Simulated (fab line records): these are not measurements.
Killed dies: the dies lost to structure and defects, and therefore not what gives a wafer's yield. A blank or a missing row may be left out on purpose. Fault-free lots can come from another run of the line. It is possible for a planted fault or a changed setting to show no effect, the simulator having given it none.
Matching of chambers + flow n5-finfet + N5_BEOL_M1_DEP_57 on pecvd-02: 3 sister chambers
The step deposits SiCN from 3MS/NH3, target thk 8 nm, time 14 s. 16 wafers are shown with their chamber, then 8 later ones without.

WAFERS PAIRED WITH THEIR CHAMBERS
| wafer  | chamber | showerhead-plenum-p-Torr (Torr) | throttle-valve-pct (%) |
|--------|---------|---------------------------------|------------------------|
| L076.1 | 1       | 3.661                           | 8.91                   |
| L076.3 | 2       | 3.672                           | 8.42                   |
| L076.6 | 2       | 3.672                           | 8.55                   |
| L078.1 | 1       | 3.660                           | 8.62                   |
| L078.3 | 0       | 3.664                           | 9.11                   |
| L078.5 | 0       | 3.660                           | 9.27                   |
| L085.1 | 2       | 3.672                           | 8.64                   |
| L085.4 | 1       | 3.664                           | 8.90                   |
| L085.5 | 0       | 3.667                           | 8.99                   |
| L090.4 | 1       | 3.662                           | 8.70                   |
| L090.5 | 2       | 3.681                           | 8.75                   |
| L090.6 | 0       | 3.658                           | 9.05                   |
| L095.1 | 2       | 3.678                           | 8.95                   |
| L095.3 | 1       | 3.661                           | 8.98                   |
| L095.5 | 1       | 3.659                           | 8.96                   |
| L092.4 | 0       | 3.670                           | 8.76                   |

SIGNATURES, as means of the wafers listed above
| reading                  | chamber 0 | chamber 1 | chamber 2 | scatter within a chamber |
|--------------------------|-----------|-----------|-----------|--------------------------|
| showerhead-plenum-p-Torr | 3.66380   | 3.66117   | 3.67500   | 0.00376                  |
| throttle-valve-pct       | 9.0360    | 8.8450    | 8.6620    | 0.178                    |
Rule: a wafer's distance from a chamber is the root of the sum, over the readings, of the square of ((its reading less the chamber's mean) divided by the reading's scatter). If the next closest chamber is less than 2 further off than the closest, the wafer can't be placed; otherwise it belongs to the closest. The scatter: take each reading less its chamber's mean, square it, sum over the shown wafers, divide by the number of wafers less the number of chambers, and take the root.

WAFERS WITH NO CHAMBER GIVEN
| wafer  | showerhead-plenum-p-Torr (Torr) | throttle-valve-pct (%) |
|--------|---------------------------------|------------------------|
| L092.5 | 3.679                           | 8.97                   |
| L092.6 | 3.663                           | 8.97                   |
| L096.1 | 3.679                           | 9.00                   |
| L096.5 | 3.652                           | 8.82                   |
| L096.6 | 3.670                           | 8.80                   |
| L097.1 | 3.670                           | 8.81                   |
| L097.3 | 3.661                           | 9.04                   |
| L097.5 | 3.670                           | 8.77                   |

CHAMBER TAKEN BY EACH
| wafer  | from the rows above          | in truth |
|--------|------------------------------|----------|
| L092.5 | 2                            | 2        |
| L092.6 | can't be placed: 0 or 1      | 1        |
| L096.1 | can't be placed: 2 or 0      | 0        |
| L096.5 | can't be placed: 1 or 0      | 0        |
| L096.6 | can't be placed: 2 or 0 or 1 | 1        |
| L097.1 | can't be placed: 2 or 0 or 1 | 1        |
| L097.3 | can't be placed: 0 or 1      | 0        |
| L097.5 | can't be placed: 2 or 0 or 1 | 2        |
Placed correctly: 1 of 8. Unplaceable from these rows: 7, with the true chamber sitting among the candidates in 7. Wrongly placed: 0.
